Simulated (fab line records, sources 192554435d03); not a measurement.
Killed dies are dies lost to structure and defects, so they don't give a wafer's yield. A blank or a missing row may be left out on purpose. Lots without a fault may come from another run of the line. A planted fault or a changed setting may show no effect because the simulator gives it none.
fab line records | flow n5_finfet | part 1 of 2: steps 1 to 22 of 33
record lots=5 wafers=15 last_day=17
route steps=1938 shown BEOL_M3@1018 BEOL_M4@1021
lots that met no fault: from a run of the same line without faults
start_h: hours from the record's first day to the start of the lot's first wafer shown | wait_h: hours since the lot's step before | " the same as in the row above | L1.1+2: a row that stands for several wafers | - no value, or no start given | * or withheld: withheld | < > ~ a bound
route shown NAME@n: a module of which the file shows steps, and the number in the route of the first | usual: mean/standard deviation of fault-free wafers | same: alike in all rows | chamber/n: place in a boat | sites: the reading at each site | _std_site: their standard deviation | _edge_site: outer sites' mean less inner sites' | radius_mm: how far each site lies from the wafer's centre | mask NAME#n: copy n | behind: the tool/chamber that last shaped the wafer | hold: why the lot was held/for how many hours/how that ended | device: the transistor (n, p or np) that didn't switch | end of line: the same wafers' tests at the end of the route | a step without rows: its recipe alone | killed: dies lost to structure and defects at the first sort, not the wafer's yield | map: a wafer's dies, x killed, . not, _ none there
set.NAME: the setting as run; set.NAME@STEP: as run at that earlier step | model.NAME: the simulator's own value behind a step, which no gauge read
lots at some steps of the route; a table a step, a row a wafer
services: from which hour (start_h, from the record's first day; less than 0 if before it) a tool's chamber was out of use, for how many hours, and why
## steps
# step N5_BEOL_M3_DEP_57
# recipe material=SiCN target_thk_a=80 temp_c=withheld precursor=3MS/NH3 pressure_torr=3 rf_w=202 time_s=14
# usual chamber_pressure_Torr=2.999/0.0062 showerhead_plenum_p_Torr=3.658/0.013 throttle_valve_pct=8.9/0.48
# columns lot.wafer tool chamber start_h wait_h chamber_pressure_Torr showerhead_plenum_p_Torr throttle_valve_pct
L078.2 pecvd-01 2 196.58 0.0 2.995 3.645 9.2
L078.4 " 0 " " 2.992 3.672 9.2
L078.6 " 1 " " 3.003 3.638 8.6
L083.3 pecvd-01 1 224.71 0.0 3.003 3.628 8.5
L083.4 " 0 " " 2.996 3.663 9.4
L083.5 " 0 " " 2.998 3.667 9.4
L085.2 pecvd-04 2 274.01 0.0 3.004 3.653 8.7
L085.4 " 1 " " 3.005 3.668 8.5
L085.5 " 0 " " 2.998 3.666 9.7
L091.1 pecvd-01 2 283.91 0.0 3.003 3.637 8.8
L091.2 " 1 " " 2.993 3.635 8.3
L091.6 " 0 " " 3.013 3.670 9.6
L094.1 pecvd-04 1 296.00 0.0 2.996 3.681 8.7
L094.4 " 1 " " 2.999 3.672 8.6
L094.5 " 2 " " 3.003 3.655 8.3
# step N5_BEOL_M3_RS_MEAS_58
# recipe thk_meas_gauge=four-point-probe reads=Co_of_BEOL_M3_CO_CAP_55+Cu_of_BEOL_M3_ECD_50+Co_of_BEOL_M3_CVD_47+TaN_of_BEOL_M3_ALD_84
# usual M3_RS=0.67/0.038
# columns lot.wafer tool chamber start_h wait_h M3_RS[ohm/sq]
L078.2 film_metro-01 - 196.65 0.1 0.75
L078.4 " - " " 0.64
L078.6 " - " " 0.66
L083.3 film_metro-02 - 224.78 0.1 0.63
L083.4 " - " " 0.64
L083.5 " - " " 0.61
L085.2 film_metro-02 - 274.09 0.1 0.60
L085.4 " - " " 0.58
L085.5 " - " " 0.58
L091.1 film_metro-02 - 283.97 0.0 0.69
L091.2 " - " " 0.68
L091.6 " - " " 0.66
L094.1 film_metro-01 - 296.07 0.0 0.71
L094.4 " - " " 0.71
L094.5 " - " " 0.67
# step N5_BEOL_M3_INSPECT_59
# recipe inspect_instrument=darkfield mode=post_dep
# usual raw_defect_count=68/20
# columns lot.wafer tool chamber start_h wait_h raw_defect_count
L078.2 defect_inspect-01 - 196.68 0.0 78
L078.4 " - " " 109
L078.6 " - " " 60
L083.3 defect_inspect-01 - 224.81 0.0 50
L083.4 " - " " 65
L083.5 " - " " 55
L085.2 defect_inspect-01 - 274.12 0.0 51
L085.4 " - " " 57
L085.5 " - " " 53
L091.1 defect_inspect-01 - 284.00 0.0 70
L091.2 " - " " 60
L091.6 " - " " 66
L094.1 defect_inspect-02 - 296.10 0.0 86
L094.4 " - " " 119
L094.5 " - " " 80
# step N5_BEOL_M4_ILD_DEP_00
# recipe material=SiOC target_thk_a=790 temp_c=350 precursor=DEMS/O2 pressure_torr=5 rf_w=500 time_s=15.3
# usual chamber_pressure_Torr=5.000/0.014 heater_power_w=514/59 showerhead_plenum_p_Torr=5.690/0.019 throttle_valve_pct=12.0/0.64
# columns lot.wafer tool chamber start_h wait_h chamber_pressure_Torr heater_power_w showerhead_plenum_p_Torr throttle_valve_pct
L078.2 pecvd-03 2 196.71 0.0 4.985 529 5.708 10.5
L078.4 " 2 " " 5.008 422 5.703 10.5
L078.6 " 1 " " 5.008 498 5.668 11.5
L083.3 pecvd-03 1 224.84 0.0 5.000 504 5.677 11.4
L083.4 " 2 " " 4.981 445 5.704 10.4
L083.5 " 1 " " 5.000 520 5.693 11.7
L085.2 pecvd-02 0 274.15 0.0 5.005 523 5.703 12.5
L085.4 " 2 " " 5.009 638 5.672 12.2
L085.5 " 1 " " 5.014 512 5.713 12.1
L091.1 pecvd-02 2 284.04 0.0 4.998 548 5.657 12.2
L091.2 " 0 " " 4.992 590 5.700 12.3
L091.6 " 1 " " 5.016 461 5.718 11.7
L094.1 pecvd-02 0 296.13 0.0 4.998 520 5.713 12.6
L094.4 " 2 " " 5.001 587 5.654 12.4
L094.5 " 1 " " 4.984 523 5.719 11.8
# step N5_BEOL_M4_THK_MEAS_01
# recipe reads=SiOC_of_BEOL_M4_ILD_DEP_00
# usual M4_ILD_THK=78.8/0.95
# columns lot.wafer tool chamber start_h wait_h M4_ILD_THK[nm]
L078.2 film_metro-02 - 196.78 0.1 77.9
L078.4 " - " " 79.2
L078.6 " - " " 78.7
L083.3 film_metro-02 - 224.91 0.1 78.5
L083.4 " - " " 80.6
L083.5 " - " " 79.4
L085.2 film_metro-02 - 274.22 0.1 78.3
L085.4 " - " " 79.6
L085.5 " - " " 78.6
L091.1 film_metro-02 - 284.10 0.0 79.0
L091.2 " - " " 78.8
L091.6 " - " " 79.2
L094.1 film_metro-02 - 296.20 0.0 78.6
L094.4 " - " " 80.5
L094.5 " - " " 78.9
# step N5_BEOL_M4_PECVD_72
# recipe material=SiO2 target_thk_a=160 temp_c=400 precursor=TEOS/O2 pressure_torr=5.5 rf_w=450 teos_flow_sccm=53.8 gas=O2 flow_sccm=3000 time_s=18
# usual chamber_pressure_Torr=5.498/0.014 heater_power_w=757/71 showerhead_plenum_p_Torr=8.76/0.081 throttle_valve_pct=22.3/1.2
# columns lot.wafer tool chamber start_h wait_h chamber_pressure_Torr heater_power_w showerhead_plenum_p_Torr throttle_valve_pct
L078.2 pecvd-02 2 196.82 0.0 5.487 820 8.60 22.7
L078.4 " 0 " " 5.505 872 8.84 23.3
L078.6 " 1 " " 5.475 748 8.85 22.3
L083.3 pecvd-01 1 224.96 0.1 5.492 749 8.64 20.9
L083.4 " 0 " " 5.489 763 8.77 23.2
L083.5 " 0 " " 5.503 770 8.80 23.5
L085.2 pecvd-03 2 274.26 0.0 5.500 717 8.82 20.0
L085.4 " 0 " " 5.475 736 8.76 23.9
L085.5 " 2 " " 5.479 736 8.81 20.0
L091.1 pecvd-03 2 284.14 0.0 5.522 730 8.81 19.9
L091.2 " 0 " " 5.482 694 8.79 24.0
L091.6 " 2 " " 5.523 744 8.81 20.3
L094.1 pecvd-02 2 296.24 0.0 5.496 811 8.59 22.8
L094.4 " 1 " " 5.507 720 8.87 22.0
L094.5 " 0 " " 5.497 856 8.84 23.3
# step N5_BEOL_M4_HM_DEP_02
# recipe material=TiN target_thk_a=200 temp_c=25 chamber_pressure_pa=0.49996
# usual chamber_pressure_pa=0.4999/0.001 throttle_valve_pct=29.7/0.95
# columns lot.wafer tool chamber start_h wait_h chamber_pressure_pa throttle_valve_pct
L078.2 pvd_sputter-03 - 197.22 0.4 0.4986 29.9
L078.4 " - " " 0.4995 29.2
L078.6 " - " " 0.5013 31.6
L083.3 pvd_sputter-02 - 226.15 1.2 0.5003 29.5
L083.4 " - " " 0.4997 29.5
L083.5 " - " " 0.4984 29.4
L085.2 pvd_sputter-03 - 275.04 0.8 0.5007 29.8
L085.4 " - " " 0.4991 29.7
L085.5 " - " " 0.4998 30.1
L091.1 pvd_sputter-01 - 284.20 0.0 0.4996 31.7
L091.2 " - " " 0.4994 29.0
L091.6 " - " " 0.4990 28.6
L094.1 pvd_sputter-02 - 296.72 0.5 0.5001 29.3
L094.4 " - " " 0.4990 28.4
L094.5 " - " " 0.5004 29.4
# step N5_BEOL_M4_COAT_61
# recipe resist=SOC temp_c=250 time_s=60 spin_rpm=1500 resist_thk_nm=60
# columns lot.wafer tool chamber start_h wait_h
L078.2+4+6 litho_track-02 0 197.34 0.1
L083.3+4+5 litho_track-02 0 226.27 0.1
L085.2+4+5 litho_track-05 0 275.17 0.1
L091.1+2+6 litho_track-05 0 284.32 0.1
L094.1+4+5 litho_track-02 0 296.85 0.1
# step N5_BEOL_M4_COAT_62
# recipe resist=SiARC temp_c=220 time_s=60 spin_rpm=1500 resist_thk_nm=12
# columns lot.wafer tool chamber start_h wait_h
L078.2+4+6 litho_track-02 0 - -
L083.3+4+5 litho_track-02 0 - -
L085.2+4+5 litho_track-05 0 - -
L091.1+2+6 litho_track-05 0 - -
L094.1+4+5 litho_track-02 0 - -
# step N5_BEOL_M4_COAT_73
# recipe resist=underlayer temp_c=205 time_s=60 spin_rpm=1500 resist_thk_nm=5
# columns lot.wafer tool chamber start_h wait_h
L078.2+4+6 litho_track-02 0 - -
L083.3+4+5 litho_track-02 0 - -
L085.2+4+5 litho_track-05 0 - -
L091.1+2+6 litho_track-05 0 - -
L094.1+4+5 litho_track-02 0 - -
# step N5_BEOL_M4_COAT_05
# recipe resist=CAR-EUV spin_rpm=1500 resist_thk_nm=30
# columns lot.wafer tool chamber start_h wait_h
L078.2+4+6 litho_track-02 0 - -
L083.3+4+5 litho_track-02 0 - -
L085.2+4+5 litho_track-05 0 - -
L091.1+2+6 litho_track-05 0 - -
L094.1+4+5 litho_track-02 0 - -
# step N5_BEOL_M4_EBR_07
# recipe solvent=PGMEA ebr_width_mm=1.5
# columns lot.wafer tool chamber start_h wait_h
L078.2+4+6 litho_track-02 0 - -
L083.3+4+5 litho_track-02 0 - -
L085.2+4+5 litho_track-05 0 - -
L091.1+2+6 litho_track-05 0 - -
L094.1+4+5 litho_track-02 0 - -
# step N5_BEOL_M4_SOFTBAKE_06
# recipe temp_c=110 time_s=60 resist=CAR-EUV
# columns lot.wafer tool chamber start_h wait_h
L078.2+4+6 litho_track-02 0 - -
L083.3+4+5 litho_track-02 0 - -
L085.2+4+5 litho_track-05 0 - -
L091.1+2+6 litho_track-05 0 - -
L094.1+4+5 litho_track-02 0 - -
# step N5_BEOL_M4_EXPOSE_08
# recipe mask_id=M4 na=0.33 source_shape=dipole sigma_inner=0.369 sigma_outer=0.767 polarization=unpolarized dose_mj=41.25
# usual reticle_temp_C=22.99/0.11
# columns lot.wafer tool chamber start_h wait_h mask reticle_temp_C
L078.2 euv_scanner-02 0 197.61 - M4#0 23.11
L078.4 " 0 " " M4#0 23.14
L078.6 " 0 " " M4#0 23.11
L083.3 euv_scanner-01 0 226.55 - M4#0 23.07
L083.4 " 0 " " M4#0 23.18
L083.5 " 0 " " M4#0 22.99
L085.2 euv_scanner-02 0 275.31 - M4#0 22.82
L085.4 " 0 " " M4#0 23.01
L085.5 " 0 " " M4#0 23.02
L091.1 euv_scanner-01 0 284.46 - M4#0 22.97
L091.2 " 0 " " M4#0 23.24
L091.6 " 0 " " M4#0 22.91
L094.1 euv_scanner-01 0 296.99 - M4#0 23.05
L094.4 " 0 " " M4#0 22.96
L094.5 " 0 " " M4#0 23.11
# step N5_BEOL_M4_PEB_09
# recipe peb_temp_c=100 peb_time_s=60 resist=CAR-EUV
# columns lot.wafer tool chamber start_h wait_h
L078.2+4+6 litho_track-05 0 197.67 0.1
L083.3+4+5 litho_track-02 0 226.60 0.0
L085.2+4+5 litho_track-02 0 275.37 0.1
L091.1+2+6 litho_track-01 0 284.52 0.1
L094.1+4+5 litho_track-05 0 297.05 0.1
# step N5_BEOL_M4_DEVELOP_10
# recipe develop_time_s=30 developer=TMAH resist=CAR-EUV rinse_liquid=surfactant_rinse dry=air_spin dev_temp_c=23
# columns lot.wafer tool chamber start_h wait_h
L078.2+4+6 litho_track-05 0 - -
L083.3+4+5 litho_track-02 0 - -
L085.2+4+5 litho_track-02 0 - -
L091.1+2+6 litho_track-01 0 - -
L094.1+4+5 litho_track-05 0 - -
# step N5_BEOL_M4_CD_MEAS_11
# recipe target_cd_nm=16.79 landing_energy_ev=500 detector=se_inlens polarity=opening
# usual cd_nm=16.82/0.23
# columns lot.wafer tool chamber start_h wait_h cd_nm
L078.2 cd_sem-02 0 197.74 - 16.94
L078.4 " 0 " " 16.72
L078.6 " 0 " " 16.88
L083.3 cd_sem-01 0 226.67 - 17.26
L083.4 " 0 " " 17.23
L083.5 " 0 " " 16.67
L085.2 cd_sem-01 0 275.44 - 16.52
L085.4 " 0 " " 16.82
L085.5 " 0 " " 16.71
L091.1 cd_sem-02 0 284.59 - 16.56
L091.2 " 0 " " 17.04
L091.6 " 0 " " 16.61
L094.1 cd_sem-01 0 297.12 - 16.22
L094.4 " 0 " " 16.50
L094.5 " 0 " " 16.69
# step N5_BEOL_M4_OVL_MEAS_12
# recipe points_per_wafer=522
# usual M4_OVL=0.2/0.72
# columns lot.wafer tool chamber start_h wait_h M4_OVL[nm]
L078.2 overlay-01 0 197.77 0.0 0.4
L078.4 " 0 " " 0.8
L078.6 " 0 " " 0.2
L083.3 overlay-01 0 226.71 0.0 0.2
L083.4 " 0 " " 1.0
L083.5 " 0 " " 1.1
L085.2 overlay-01 0 275.47 0.0 1.1
L085.4 " 0 " " 0.7
L085.5 " 0 " " -0.1
L091.1 overlay-02 0 284.62 0.0 -1.5
L091.2 " 0 " " -0.7
L091.6 " 0 " " 0.5
L094.1 overlay-02 0 297.15 0.0 1.1
L094.4 " 0 " " 0.9
L094.5 " 0 " " 0.8
# step N5_BEOL_M4_INSPECT_13
# recipe mode=adi inspect_instrument=brightfield
# usual raw_defect_count=406/84
# columns lot.wafer tool chamber start_h wait_h raw_defect_count
L078.2 defect_inspect-01 - 197.83 0.0 505
L078.4 " - " " 414
L078.6 " - " " 400
L083.3 defect_inspect-01 - 226.76 0.0 299
L083.4 " - " " 397
L083.5 " - " " 398
L085.2 defect_inspect-02 - 275.53 0.0 537
L085.4 " - " " 566
L085.5 " - " " 472
L091.1 defect_inspect-02 - 284.68 0.1 470
L091.2 " - " " 334
L091.6 " - " " 417
L094.1 defect_inspect-02 - 297.21 0.1 343
L094.4 " - " " 366
L094.5 " - " " 389
# step N5_BEOL_M4_DESCUM_16
# recipe chemistry=O2 time_s=7 source_power_w=50 bias_power_w=20 pressure_mtorr=20 rf_frequency_hz=2.712e+07 temp_c=40 resist=CAR-EUV o2_flow_sccm=225
# usual drypump_motor_current_A=5.8/0.52 o2_flow_sccm=225.0/0.64 oes_product_au=0.77/0.11 rf_vpp_V=243.5/1.5 showerhead_plenum_p_Torr=2.12/0.08 throttle_valve_pct=20.4/0.31
# columns lot.wafer tool chamber start_h wait_h drypump_motor_current_A o2_flow_sccm oes_product_au rf_hours_counter_h rf_vpp_V showerhead_plenum_p_Torr throttle_valve_pct
L078.2 rie_diel-02 3 197.89 0.1 6.4 225.6 0.73 186 242.3 2.00 20.2
L078.4 " 1 " " 5.4 225.0 0.71 216 243.0 2.08 20.8
L078.6 " 3 " " 6.3 225.5 0.73 - 241.3 2.00 20.1
L083.3 rie_diel-06 3 226.79 0.0 6.8 226.4 0.70 237 245.3 2.13 20.3
L083.4 " 0 " " 5.9 225.0 0.72 203 244.6 2.14 20.5
L083.5 " 0 " " 5.9 224.7 0.72 - 244.1 2.14 20.5
L085.2 rie_diel-06 2 275.56 0.0 6.2 225.7 0.67 249 245.5 2.16 20.7
L085.4 " 0 " " 5.9 226.0 0.71 - 244.9 2.14 20.5
L085.5 " 1 " " 5.2 224.6 0.67 - 244.0 2.17 20.6
L091.1 rie_diel-06 2 284.72 0.0 6.2 224.7 0.66 253 246.0 2.16 20.7
L091.2 " 0 " " 5.9 226.1 0.71 224 245.4 2.14 20.5
L091.6 " 2 " " 6.1 224.7 0.66 - 245.1 2.16 20.7
L094.1 rie_diel-06 3 297.91 0.7 6.8 224.8 0.95 4 243.6 2.13 19.9
L094.4 " 3 " " 6.8 225.4 0.96 - 243.6 2.13 19.9
L094.5 " 0 " " 5.9 224.7 0.70 - 244.5 2.14 20.5
# step N5_BEOL_M4_ETCH_74
# recipe chemistry=N2/H2 target=underlayer target_depth_a=65 mask_material=CAR-EUV time_s=5.2 ion_energy_ev=200 pressure_mtorr=30 source_w=840 bias_w=150 n2_flow_sccm=200 h2_flow_sccm=200 ends=cleared
# usual drypump_motor_current_A=5.8/0.52 etch_rf_on_time_s=5.18/0.13 oes_product_au=0.66/0.093 rf_vpp_V=524.7/2.8 showerhead_plenum_p_Torr=2.57/0.093 throttle_valve_pct=17.8/0.35
# columns lot.wafer tool chamber start_h wait_h drypump_motor_current_A etch_rf_on_time_s oes_product_au rf_hours_counter_h rf_vpp_V showerhead_plenum_p_Torr throttle_valve_pct
L078.2 rie_diel-02 3 197.93 0.0 6.4 5.17 0.61 186 521.3 2.43 17.7
L078.4 " 1 " " 5.5 5.30 0.60 216 523.9 2.53 18.3
L078.6 " 3 " " 6.3 5.11 0.63 - 520.2 2.43 17.6
L083.3 rie_diel-06 3 226.82 0.0 6.8 5.29 0.59 237 527.0 2.61 17.9
L083.4 " 0 " " 5.9 5.20 0.62 203 525.8 2.63 18.1
L083.5 " 0 " " 5.9 5.18 0.61 - 525.8 2.63 18.1
L085.2 rie_diel-06 2 275.60 0.0 6.1 5.28 0.56 249 523.0 2.61 18.1
L085.4 " 0 " " 5.9 5.21 0.61 - 527.3 2.62 18.1
L085.5 " 1 " " 5.2 5.16 0.59 - 524.0 2.61 17.8
L091.1 rie_diel-06 2 284.75 0.0 6.2 5.32 0.56 253 526.4 2.61 18.1
L091.2 " 0 " " 5.9 5.26 0.60 224 525.8 2.62 18.1
L091.6 " 2 " " 6.1 5.35 0.56 - 524.5 2.61 18.1
L094.1 rie_diel-06 3 297.94 0.0 6.8 5.26 0.80 4 526.1 2.61 17.5
L094.4 " 3 " " 6.8 5.24 0.80 - 524.8 2.61 17.5
L094.5 " 0 " " 5.9 5.27 0.60 - 523.0 2.61 18.1
# step N5_BEOL_M4_ETCH_63
# recipe chemistry=CF4 target=SiARC target_depth_a=156 mask_material=CAR-EUV time_s=26 ion_energy_ev=80 pressure_mtorr=40 source_w=545 bias_w=36 Ar_flow_sccm=100 cf4_flow_sccm=100 ends=cleared
# usual drypump_motor_current_A=5.8/0.52 etch_rf_on_time_s=25.9/0.62 oes_product_au=0.66/0.092 rf_vpp_V=184.3/1.2 showerhead_plenum_p_Torr=2.16/0.073 throttle_valve_pct=15.6/0.31
# columns lot.wafer tool chamber start_h wait_h drypump_motor_current_A etch_rf_on_time_s oes_product_au rf_hours_counter_h rf_vpp_V showerhead_plenum_p_Torr throttle_valve_pct
L078.2 rie_diel-02 3 197.94 0.0 6.3 26.1 0.61 186 183.2 2.05 15.4
L078.4 " 1 " " 5.5 26.6 0.60 216 184.1 2.11 16.0
L078.6 " 3 " " 6.4 25.9 0.61 - 182.5 2.05 15.4
L083.3 rie_diel-06 3 226.84 0.0 6.7 26.2 0.59 237 183.0 2.21 15.7
L083.4 " 0 " " 5.9 26.1 0.62 203 186.1 2.20 15.8
L083.5 " 0 " " 5.9 26.0 0.62 - 185.4 2.20 15.8
L085.2 rie_diel-06 2 275.61 0.0 6.2 26.6 0.57 249 185.0 2.18 15.7
L085.4 " 0 " " 5.9 26.1 0.60 - 184.0 2.20 15.8
L085.5 " 1 " " 5.2 25.5 0.58 - 185.2 2.20 15.8
L091.1 rie_diel-06 2 284.77 0.0 6.2 26.9 0.56 253 185.9 2.18 15.7
L091.2 " 0 " " 5.9 26.4 0.61 224 184.9 2.20 15.8
L091.6 " 2 " " 6.2 26.9 0.56 - 183.8 2.18 15.7
L094.1 rie_diel-06 3 297.96 0.0 6.8 26.3 0.81 4 184.4 2.21 15.3
L094.4 " 3 " " 6.8 26.3 0.81 - 185.0 2.21 15.3
L094.5 " 0 " " 5.9 26.1 0.60 - 185.3 2.19 15.8
